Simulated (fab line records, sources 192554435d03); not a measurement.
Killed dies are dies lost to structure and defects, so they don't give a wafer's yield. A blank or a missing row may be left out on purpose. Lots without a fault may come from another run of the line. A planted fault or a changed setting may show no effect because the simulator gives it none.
Chamber matching | flow n5_finfet | N5_BEOL_M4_DESCUM_33 on rie_diel-02: 4 sister chambers
The step chemistry O2, time 7 s. 14 wafers are shown with their chamber, then 7 later ones without.

WAFERS WITH THEIR CHAMBER
wafer  | chamber | drypump_motor_current_A (A) | showerhead_plenum_p_Torr (Torr) | throttle_valve_pct (%)
L079.1 | 0       | 6.5                         | 2.20                            | 20.35
L079.3 | 3       | 5.9                         | 2.10                            | 20.75
L079.5 | 2       | 5.1                         | 2.09                            | 20.97
L087.3 | 3       | 5.9                         | 2.10                            | 20.79
L087.4 | 1       | 6.3                         | 2.05                            | 20.20
L087.5 | 3       | 5.9                         | 2.10                            | 20.79
L088.1 | 1       | 6.3                         | 2.05                            | 20.21
L088.3 | 2       | 5.1                         | 2.09                            | 21.01
L088.5 | 0       | 6.5                         | 2.19                            | 20.36
L089.1 | 1       | 6.2                         | 2.05                            | 20.23
L089.5 | 2       | 5.1                         | 2.09                            | 21.01
L089.6 | 3       | 5.9                         | 2.10                            | 20.78
L091.1 | 3       | 5.9                         | 2.10                            | 20.80
L091.2 | 2       | 5.1                         | 2.09                            | 21.00

SIGNATURES (means of the wafers above)
reading                  | chamber 0 | chamber 1 | chamber 2 | chamber 3 | scatter within a chamber
drypump_motor_current_A  | 6.500     | 6.267     | 5.100     | 5.900     | 0.0258
showerhead_plenum_p_Torr | 2.1950    | 2.0500    | 2.0900    | 2.1000    | 0.00224
throttle_valve_pct       | 20.3550   | 20.2133   | 20.9975   | 20.7820   | 0.0175
Rule: a wafer's distance from a chamber is the root of the sum, over the readings, of the square of ((its reading less the chamber's mean) divided by the reading's scatter). The wafer belongs to the nearest chamber; if the next one is less than 2 further off, it can't be placed. The scatter: the root of (the sum of the squares of (reading less its chamber's mean) over the shown wafers, divided by (wafers less chambers)).

WAFERS WITHOUT THEIR CHAMBER
wafer  | drypump_motor_current_A (A) | showerhead_plenum_p_Torr (Torr) | throttle_valve_pct (%)
L091.6 | 6.5                         | 2.19                            | 20.40
L096.2 | 6.6                         | 2.18                            | 20.41
L096.4 | 6.3                         | 2.04                            | 19.78
L096.5 | 6.6                         | 2.18                            | 20.41
L097.1 | 5.1                         | 2.08                            | 21.02
L097.3 | 6.3                         | 2.04                            | 19.78
L097.5 | 5.1                         | 2.08                            | 21.03

WHICH CHAMBER EACH WENT THROUGH
wafer  | from the rows above | in truth
L091.6 | 0                   | 0
L096.2 | 0                   | 0
L096.4 | 1                   | 1
L096.5 | 0                   | 0
L097.1 | 2                   | 2
L097.3 | 1                   | 1
L097.5 | 2                   | 2
Placed correctly: 7 of 7. Can't be placed from these rows: 0. Placed wrongly: 0.
